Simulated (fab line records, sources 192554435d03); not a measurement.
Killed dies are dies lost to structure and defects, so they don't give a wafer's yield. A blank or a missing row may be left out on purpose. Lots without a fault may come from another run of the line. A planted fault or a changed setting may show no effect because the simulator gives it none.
Which tool did it? | flow n5_finfet | 24 lots, 72 wafers sampled, at 5 steps of a route of 1938

WHAT THE GAUGES READ, wafer by wafer
N5_BEOL_M7_THK_MEAS_53: measures by xrf. Usual: M7_THK 80.1 nm, standard deviation 1.7.
lot  | measured     | on            | M7_THK (nm)    | flag
L074 | day 10 23:08 | film_metro-02 | 81.4 79.6 81.9 |
L076 | day 11 13:08 | film_metro-01 | 81.2 78.3 81.9 |
L077 | day 12 02:45 | film_metro-02 | 77.5 80.2 81.4 |
L075 | day 12 06:30 | film_metro-02 | 81.5 79.7 80.0 |
L078 | day 12 10:35 | film_metro-01 | 79.8 80.6 82.4 |
L079 | day 12 14:20 | film_metro-02 | 78.2 80.3 78.3 |
L080 | day 13 05:42 | film_metro-01 | 80.1 79.6 78.2 |
L081 | day 13 13:31 | film_metro-01 | 81.3 80.8 79.2 |
L082 | day 13 17:26 | film_metro-01 | 80.5 82.9 81.8 |
L084 | day 13 18:10 | film_metro-02 | 78.7 75.2 76.0 |
L083 | day 13 21:59 | film_metro-02 | 79.3 81.3 82.6 |
L085 | day 14 05:27 | film_metro-01 | 80.3 77.6 79.4 |
L087 | day 14 06:00 | film_metro-01 | 80.1 79.2 79.3 |
L086 | day 15 00:44 | film_metro-01 | 81.5 80.4 79.9 |
L090 | day 15 04:17 | film_metro-01 | 78.5 78.0 79.7 |
L089 | day 15 04:46 | film_metro-02 | 80.1 81.5 78.5 |
L088 | day 15 14:44 | film_metro-01 | 81.6 80.1 79.3 |
L092 | day 16 04:08 | film_metro-02 | 79.0 83.4 81.1 |
L091 | day 16 04:34 | film_metro-01 | 81.4 82.7 82.1 |
L093 | day 16 11:38 | film_metro-01 | 83.3 79.2 83.4 |
L095 | day 16 16:01 | film_metro-01 | 80.2 78.0 81.0 |
L094 | day 16 15:50 | film_metro-01 | 82.2 82.0 82.2 |
L096 | day 16 17:04 | film_metro-01 | 79.2 77.2 80.4 |
L097 | day 17 02:21 | film_metro-01 | 80.3 81.3 80.7 |

WHICH TOOL RAN EACH LOT (tool, then ch and the chambers of the sampled wafers, then the start)
lot  | N5_BEOL_M7_STRIP_19                | N5_BEOL_M7_ETCH_41                            | N5_BEOL_M7_CURE_75            | N5_BEOL_M7_ALD_77
L074 | rie_diel-06 ch 0,2,3, day 10 18:28 | rie_diel-06 ch 1,2,3, day 10 19:37 or earlier | uv_cure-03 ch 0, day 10 19:37 | ald_metal-04 ch 0,1, day 10 20:14
L076 | rie_diel-02 ch 0,2, day 11 09:02   | rie_diel-05 ch 2,3, day 11 10:23 or earlier   | uv_cure-01 ch 2, day 11 10:23 | ald_metal-02 ch 1,2,3, day 11 10:53
L077 | rie_diel-02 ch 0,3, day 11 22:29   | rie_diel-06 ch 0,2,3, day 12 00:07 or earlier | uv_cure-02 ch 2, day 12 00:07 | ald_metal-04 ch 0,1,2, day 12 01:12
L075 | rie_diel-06 ch 0,3, day 12 01:58   | rie_diel-05 ch 0,2, day 12 04:34 or earlier   | uv_cure-02 ch 0, day 12 04:34 | ald_metal-01 ch 1,3, day 12 05:04
L078 | rie_diel-06 ch 0,2,3, day 12 05:46 | rie_diel-02 ch 1,2,3, day 12 07:57 or earlier | uv_cure-01 ch 2, day 12 07:57 | ald_metal-02 ch 0,2,3, day 12 08:35
L079 | rie_diel-02 ch 1,2, day 12 09:05   | rie_diel-06 ch 0,1,2, day 12 12:19 or earlier | uv_cure-03 ch 2, day 12 12:19 | ald_metal-04 ch 0,3, day 12 12:58
L080 | rie_diel-05 ch 1,2, day 13 00:08   | rie_diel-02 ch 0,1,2, day 13 02:50 or earlier | uv_cure-02 ch 2, day 13 02:50 | ald_metal-02 ch 1,2, day 13 03:37
L081 | rie_diel-06 ch 0,1,3, day 13 08:35 | rie_diel-02 ch 0,1,3, day 13 10:24 or earlier | uv_cure-01 ch 1, day 13 10:24 | ald_metal-04 ch 0,1,2, day 13 12:02
L082 | rie_diel-06 ch 0,2,3, day 13 13:18 | rie_diel-02 ch 0,1,3, day 13 15:43 or earlier | uv_cure-03 ch 1, day 13 15:43 | ald_metal-01 ch 0,1,3, day 13 16:04
L084 | rie_diel-02 ch 0,1,3, day 13 13:35 | rie_diel-06 ch 0,2, day 13 15:40 or earlier   | uv_cure-02 ch 1, day 13 15:40 | ald_metal-02 ch 0,1,2, day 13 16:14
L083 | rie_diel-06 ch 0,2,3, day 13 16:35 | rie_diel-02 ch 0,1,2, day 13 19:34 or earlier | uv_cure-03 ch 0, day 13 19:34 | ald_metal-02 ch 1,2,3, day 13 20:13
L085 | rie_diel-05 ch 0,1,3, day 14 01:10 | rie_diel-06 ch 1,2,3, day 14 03:26 or earlier | uv_cure-03 ch 0, day 14 03:26 | ald_metal-04 ch 0,1,3, day 14 04:07
L087 | rie_diel-06 ch 1,2,3, day 14 01:23 | rie_diel-05 ch 0,1, day 14 03:41 or earlier   | uv_cure-03 ch 0, day 14 03:41 | ald_metal-04 ch 0,3, day 14 04:29
L086 | rie_diel-02 ch 1,2,3, day 14 19:52 | rie_diel-05 ch 0,2, day 14 22:47 or earlier   | uv_cure-02 ch 0, day 14 22:47 | ald_metal-04 ch 0,2,3, day 14 23:14
L090 | rie_diel-02 ch 1,2,3, day 15 00:01 | rie_diel-02 ch 0,1,3, day 15 01:50 or earlier | uv_cure-01 ch 0, day 15 01:50 | ald_metal-01 ch 0,2,3, day 15 02:58
L089 | rie_diel-02 ch 1,3, day 15 00:03   | rie_diel-05 ch 0,2, day 15 01:58 or earlier   | uv_cure-03 ch 2, day 15 01:58 | ald_metal-04 ch 0,2,3, day 15 03:08
L088 | rie_diel-02 ch 2,3, day 15 07:49   | rie_diel-02 ch 1,3, day 15 12:24 or earlier   | uv_cure-02 ch 1, day 15 12:24 | ald_metal-04 ch 0,1,2, day 15 12:56
L092 | rie_diel-06 ch 0,2, day 15 21:14   | rie_diel-02 ch 0,1,2, day 16 01:50 or earlier | uv_cure-03 ch 0, day 16 01:50 | ald_metal-02 ch 2,3, day 16 02:34
L091 | rie_diel-06 ch 0,2, day 15 21:49   | rie_diel-02 ch 0,3, day 16 02:05 or earlier   | uv_cure-01 ch 1, day 16 02:05 | ald_metal-02 ch 0,2,3, day 16 02:50
L093 | rie_diel-02 ch 0,2,3, day 16 06:31 | rie_diel-02 ch 0,2, day 16 09:25 or earlier   | uv_cure-01 ch 2, day 16 09:25 | ald_metal-01 ch 1,2, day 16 09:53
L095 | rie_diel-05 ch 0,1,2, day 16 10:07 | rie_diel-05 ch 1,2, day 16 11:54 or earlier   | uv_cure-01 ch 0, day 16 11:54 | ald_metal-04 ch 1,2,3, day 16 14:21
L094 | rie_diel-02 ch 0,1,2, day 16 10:10 | rie_diel-06 ch 0,1,3, day 16 11:33 or earlier | uv_cure-01 ch 0, day 16 11:33 | ald_metal-01 ch 1,2, day 16 14:16
L096 | rie_diel-06 ch 0,1,2, day 16 10:35 | rie_diel-02 ch 0,3, day 16 14:56 or earlier   | uv_cure-03 ch 1, day 16 14:56 | ald_metal-01 ch 1,2, day 16 15:19
L097 | rie_diel-06 ch 0,2,3, day 16 19:34 | rie_diel-06 ch 0,3, day 16 23:21 or earlier   | uv_cure-01 ch 2, day 16 23:21 | ald_metal-01 ch 0,2, day 17 00:29
- N5_BEOL_M7_STRIP_19: strips in O2.
- N5_BEOL_M7_ETCH_41: etches SiCN in CH3F/O2, target depth 31.9 nm, time 57.8 s.
- N5_BEOL_M7_CURE_75: cures SiCOH lowk, time 120 s.
- N5_BEOL_M7_ALD_77: deposits TaN, target thk 2 nm, pulse time 2 s, purge time 3 s.

WHAT THE TOOLS THEMSELVES READ (means of the sampled wafers that have a number; where no wafer has one, the mark that the record gives instead)
N5_BEOL_M7_STRIP_19. Usual: drypump_motor_current_A 5.8 A, standard deviation 0.48; oes_product_au 0.80 a.u., standard deviation 0.083; rf_vpp_V 3.7 V, standard deviation 0.64; showerhead_plenum_p_Torr 2.08 Torr, standard deviation 0.089; throttle_valve_pct 16.74 %, standard deviation 0.3.
lot  | tool        | drypump_motor_current_A (A) | oes_product_au (a.u.) | rf_vpp_V (V) | showerhead_plenum_p_Torr (Torr) | throttle_valve_pct (%) | flag
L074 | rie_diel-06 | 5.8                         | 0.78                  | 3.9          | 2.02                            | 16.86                  |
L076 | rie_diel-02 | 5.9                         | 0.89                  | 4.2          | 2.09                            | 16.22                  |
L077 | rie_diel-02 | 5.5                         | 0.87                  | 3.5          | 2.12                            | 16.53                  |
L075 | rie_diel-06 | 5.7                         | 0.70                  | 3.7          | 1.96                            | 16.95                  |
L078 | rie_diel-06 | 5.8                         | 0.77                  | 3.6          | 2.01                            | 16.89                  |
L079 | rie_diel-02 | 5.7                         | 0.79                  | 3.9          | 2.09                            | 16.70                  |
L080 | rie_diel-05 | 5.9                         | 0.82                  | 4.2          | 2.16                            | 16.86                  |
L081 | rie_diel-06 | 5.9                         | 0.72                  | 3.7          | 1.99                            | 17.02                  |
L082 | rie_diel-06 | 5.8                         | 0.76                  | 3.7          | 2.01                            | 16.92                  |
L084 | rie_diel-02 | 5.9                         | 0.86                  | 4.2          | 2.15                            | 16.48                  |
L083 | rie_diel-06 | 5.8                         | 0.75                  | 3.3          | 2.01                            | 16.92                  |
L085 | rie_diel-05 | 5.5                         | 0.85                  | 3.9          | 2.09                            | 16.49                  |
L087 | rie_diel-06 | 6.2                         | 0.75                  | 3.3          | 2.06                            | 16.96                  |
L086 | rie_diel-02 | 5.7                         | 0.80                  | 3.3          | 2.11                            | 16.75                  |
L090 | rie_diel-02 | 5.7                         | 0.81                  | 3.4          | 2.11                            | 16.74                  |
L089 | rie_diel-02 | 5.6                         | 0.83                  | 3.8          | 2.14                            | 16.78                  |
L088 | rie_diel-02 | 5.3                         | 0.78                  | 4.0          | 2.04                            | 16.82                  |
L092 | rie_diel-06 | 5.5                         | 0.76                  | 3.5          | 1.98                            | 16.96                  |
L091 | rie_diel-06 | 5.5                         | 0.76                  | 4.2          | 1.98                            | 16.95                  |
L093 | rie_diel-02 | 5.5                         | 0.81                  | 3.9          | 2.08                            | 16.56                  |
L095 | rie_diel-05 | 5.8                         | 0.84                  | 3.6          | 2.11                            | 16.70                  |
L094 | rie_diel-02 | 6.0                         | 0.80                  | 4.0          | 2.11                            | 16.47                  |
L096 | rie_diel-06 | 5.9                         | 0.75                  | 3.2          | 2.03                            | 17.00                  |
L097 | rie_diel-06 | 5.8                         | 0.84                  | 3.6          | 2.09                            | 16.82                  |

N5_BEOL_M7_ETCH_41. Usual: drypump_motor_current_A 5.8 A, standard deviation 0.49; oes_product_au 0.81 a.u., standard deviation 0.08; rf_vpp_V 297.4 V, standard deviation 1.8; showerhead_plenum_p_Torr 2.00 Torr, standard deviation 0.079; throttle_valve_pct 16.4 %, standard deviation 0.31.
lot  | tool        | drypump_motor_current_A (A) | oes_product_au (a.u.) | rf_vpp_V (V) | showerhead_plenum_p_Torr (Torr) | throttle_valve_pct (%) | flag
L074 | rie_diel-06 | 6.2                         | 0.78                  | 296.3        | 1.97                            | 16.6                   |
L076 | rie_diel-05 | 5.7                         | 0.73                  | 298.7        | 2.04                            | 16.6                   |
L077 | rie_diel-06 | 5.8                         | 0.77                  | 296.2        | 1.92                            | 16.6                   |
L075 | rie_diel-05 | 5.9                         | 0.80                  | 298.8        | 2.04                            | 16.6                   |
L078 | rie_diel-02 | 5.7                         | 0.83                  | 298.4        | 2.02                            | 16.4                   |
L079 | rie_diel-06 | 5.9                         | 0.78                  | 296.5        | 1.95                            | 16.6                   |
L080 | rie_diel-02 | 6.0                         | 0.84                  | 297.0        | 2.02                            | 16.1                   |
L081 | rie_diel-02 | 6.0                         | 0.87                  | 298.9        | 2.06                            | 16.1                   |
L082 | rie_diel-02 | 6.0                         | 0.86                  | 298.3        | 2.06                            | 16.2                   |
L084 | rie_diel-06 | 5.8                         | 0.81                  | 297.1        | 1.96                            | 16.5                   |
L083 | rie_diel-02 | 6.0                         | 0.83                  | 297.9        | 2.02                            | 16.1                   |
L085 | rie_diel-06 | 6.2                         | 0.75                  | 296.9        | 1.96                            | 16.6                   |
L087 | rie_diel-05 | 5.8                         | 0.91                  | 296.3        | 1.99                            | 16.2                   |
L086 | rie_diel-05 | 5.9                         | 0.78                  | 297.3        | 2.03                            | 16.6                   |
L090 | rie_diel-02 | 6.0                         | 0.84                  | 298.7        | 2.06                            | 16.2                   |
L089 | rie_diel-05 | 5.9                         | 0.82                  | 298.4        | 2.00                            | 16.5                   |
L088 | rie_diel-02 | 6.1                         | 0.83                  | 299.2        | 2.07                            | 16.3                   |
L092 | rie_diel-02 | 6.0                         | 0.81                  | 297.5        | 2.02                            | 16.2                   |
L091 | rie_diel-02 | 5.5                         | 0.85                  | 297.7        | 2.03                            | 16.3                   |
L093 | rie_diel-02 | 5.6                         | 0.79                  | 296.4        | 1.96                            | 16.3                   |
L095 | rie_diel-05 | 5.9                         | 0.78                  | 298.2        | 2.06                            | 16.6                   |
L094 | rie_diel-06 | 5.9                         | 0.80                  | 297.2        | 1.98                            | 16.6                   |
L096 | rie_diel-02 | 5.9                         | 0.87                  | 297.3        | 2.03                            | 16.1                   |
L097 | rie_diel-06 | 5.8                         | 0.89                  | 298.8        | 2.03                            | 16.4                   |

N5_BEOL_M7_CURE_75. Usual: lamp_power_pct 52.30 %, standard deviation 0.053; wafer_temp_C_max 372.1, standard deviation 0.73.
lot  | tool       | lamp_power_pct (%) | wafer_temp_C_max | flag
L074 | uv_cure-03 | 52.30              | 372.2            |
L076 | uv_cure-01 | 52.29              | 371.8            |
L077 | uv_cure-02 | 52.35              | 371.8            |
L075 | uv_cure-02 | 52.28              | 371.7            |
L078 | uv_cure-01 | 52.36              | 371.9            |
L079 | uv_cure-03 | 52.30              | 371.7            |
L080 | uv_cure-02 | 52.30              | 371.4            |
L081 | uv_cure-01 | 52.34              | 371.6            |
L082 | uv_cure-03 | 52.28              | 373.5            |
L084 | uv_cure-02 | 52.30              | 372.6            |
L083 | uv_cure-03 | 52.26              | 373.3            |
L085 | uv_cure-03 | 52.29              | 373.0            |
L087 | uv_cure-03 | 52.26              | 372.3            |
L086 | uv_cure-02 | 52.29              | 371.4            |
L090 | uv_cure-01 | 52.28              | 371.7            |
L089 | uv_cure-03 | 52.30              | 371.2            |
L088 | uv_cure-02 | 52.32              | 372.5            |
L092 | uv_cure-03 | 52.27              | 372.4            |
L091 | uv_cure-01 | 52.30              | 371.6            |
L093 | uv_cure-01 | 52.30              | 371.7            |
L095 | uv_cure-01 | 52.30              | 371.7            |
L094 | uv_cure-01 | 52.31              | 371.3            |
L096 | uv_cure-03 | 52.33              | 373.7            |
L097 | uv_cure-01 | 52.28              | 372.0            |

N5_BEOL_M7_ALD_77. Usual: heater_power_w 412 W, standard deviation 56.
lot  | tool         | heater_power_w (W) | flag
L074 | ald_metal-04 | 450                |
L076 | ald_metal-02 | 354                |
L077 | ald_metal-04 | 445                |
L075 | ald_metal-01 | 390                |
L078 | ald_metal-02 | 392                |
L079 | ald_metal-04 | 500                |
L080 | ald_metal-02 | 346                |
L081 | ald_metal-04 | 446                |
L082 | ald_metal-01 | 403                |
L084 | ald_metal-02 | 392                |
L083 | ald_metal-02 | 356                |
L085 | ald_metal-04 | 475                |
L087 | ald_metal-04 | 490                |
L086 | ald_metal-04 | 469                |
L090 | ald_metal-01 | 390                |
L089 | ald_metal-04 | 476                |
L088 | ald_metal-04 | 451                |
L092 | ald_metal-02 | 346                |
L091 | ald_metal-02 | 367                |
L093 | ald_metal-01 | 354                |
L095 | ald_metal-04 | 434                |
L094 | ald_metal-01 | 372                |
L096 | ald_metal-01 | 356                |
L097 | ald_metal-01 | 395                |

THE ANSWER, worked out from the rows above alone
Rule: a lot is off if the mean of its wafers that have a number lies more than 3 standard deviations from the usual mean. A lot without any number at a reading at which 4 lots or more have one is off too. The other lots that the step has rows for count as sound. The gauges are gone through in route order, then the tools' own readings, and for those a lot's mean is taken as printed above. The first step at which some lot is off is used, and at that step the reading that is off furthest; a lot without a number counts as furthest.
No lot is off at any reading shown: from this, nothing can be told.

WHAT THE SIMULATOR HAD PUT IN
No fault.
